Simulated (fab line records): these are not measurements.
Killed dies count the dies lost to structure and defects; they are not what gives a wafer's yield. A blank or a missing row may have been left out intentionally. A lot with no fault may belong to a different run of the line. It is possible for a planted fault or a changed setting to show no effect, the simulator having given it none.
Lot-split experiment | flow n5 finfet | 21 wafers read from 7 lots, route of 1938 steps

== THE SPLIT ==
At N5_WELL_APT_PEB_23 (peb time 90 s), the setting peb temp c was moved away from the recipe's 130 C on 5 of the 21 wafers read, by -2.4% to +0.8%. For the rest of the wafers, this setting stayed at what the recipe calls for.

== FROM THE SPLIT TO THE READING: what the file shows between them, 2 steps ==
- N5_WELL_APT_DEVELOP_24: develop time 45 s
- N5_WELL_APT_HARDBAKE_29: time 120 s

== THE READING ==
cd nm, in nm, at N5_WELL_APT_CD_MEAS_25 (target cd 200 nm). A value of 200.6 nm with a standard deviation of 1.4 nm is what fault-free wafers of this fab line usually give.

wafer  | tool, chamber at the split | peb temp c as run, C | against the recipe | cd nm, nm | against lot-mates on the recipe
L074.3 | litho track-03, 0          | 131                  | +0.8%              | 205.1     | +3.0
L074.4 | litho track-03, 0          | 130                  | recipe             | 201.7     | -
L074.6 | litho track-03, 0          | 130                  | recipe             | 202.5     | -
L075.2 | litho track-03, 0          | 130                  | recipe             | 198.7     | -
L075.3 | litho track-03, 0          | 129                  | -0.8%              | 196.4     | -4.7
L075.5 | litho track-03, 0          | 130                  | recipe             | 203.6     | -
L083.2 | litho track-01, 0          | 126.9                | -2.4%              | 180.6     | -21.0
L083.3 | litho track-01, 0          | 130                  | recipe             | 201.0     | -
L083.4 | litho track-01, 0          | 130                  | recipe             | 202.2     | -
L088.2 | litho track-05, 0          | 130                  | recipe             | 197.7     | -
L088.3 | litho track-05, 0          | 130                  | recipe             | 196.4     | -
L088.5 | litho track-05, 0          | 130                  | recipe             | 198.4     | -
L091.3 | litho track-01, 0          | 130                  | recipe             | 200.7     | -
L091.4 | litho track-01, 0          | 128.7                | -1.0%              | 193.6     | -7.1
L091.5 | litho track-01, 0          | 128.7                | -1.0%              | 193.1     | -7.6
L096.1 | litho track-01, 0          | 130                  | recipe             | 199.8     | -
L096.2 | litho track-01, 0          | 130                  | recipe             | 196.8     | -
L096.3 | litho track-01, 0          | 130                  | recipe             | 198.5     | -
L097.2 | litho track-03, 0          | 130                  | recipe             | 202.9     | -
L097.3 | litho track-03, 0          | 130                  | recipe             | 201.8     | -
L097.4 | litho track-03, 0          | 130                  | recipe             | 199.9     | -

FIT RESULTS
A straight line over all 21 wafers: cd nm changes by +7.58 nm for each +1% of peb temp c; r = +0.92; the points scatter about the line by 2.1 nm.
The same after taking each lot's own level away (the mean of its wafers on the recipe; 21 wafers): +7.91 nm for each +1%; r = +0.96; scatter 1.5 nm.
That fit puts the effect of the largest move of peb temp c on the reading at 19 nm.
From 197.50 to 202.10 nm: that is the span of the lots' own levels, equal to 3.3 times the standard deviation above.
The two slopes are in agreement: the lot-to-lot level therefore moves the slope only a little.
Check: with one of the wafers moved furthest among these (-2.4%) left out of the fit, the line predicts -15.4 nm for it against its lot-mates. Against them it came out at -21 nm.

== THESE WAFERS: OTHER SPLITS ==
Other splits were also applied to these wafers ahead of the reading. Each is held against what the fit with the lots' levels taken away leaves over:
other split on the same wafers | wafers away from the commonest value | r with cd nm (lot level and that fit taken away)
N5_WELL_APT_COAT_19 spin rpm   | 7                                    | +0.59

== THE WHOLE CHAIN: every reading that the file lists as answering this split, in the file's order ==
step                   | what it does             | reading                                                         | change (the file's fit)              | r (the file's)
N5_WELL_APT_CD_MEAS_25 | target cd 200 nm         | cd nm                                                           | +8.05 nm for each +1% of the setting | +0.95
N5_WELL_APT_DESCUM_30  | chemistry O2, time 7.9 s | WELL_APT.cd nm (the simulator's own value, which no gauge read) | +8.04 nm for each +1% of the setting | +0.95

== THE FILE'S OWN FIT ==
cd nm changes by +8.05 nm for each +1% of peb temp c, r = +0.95.
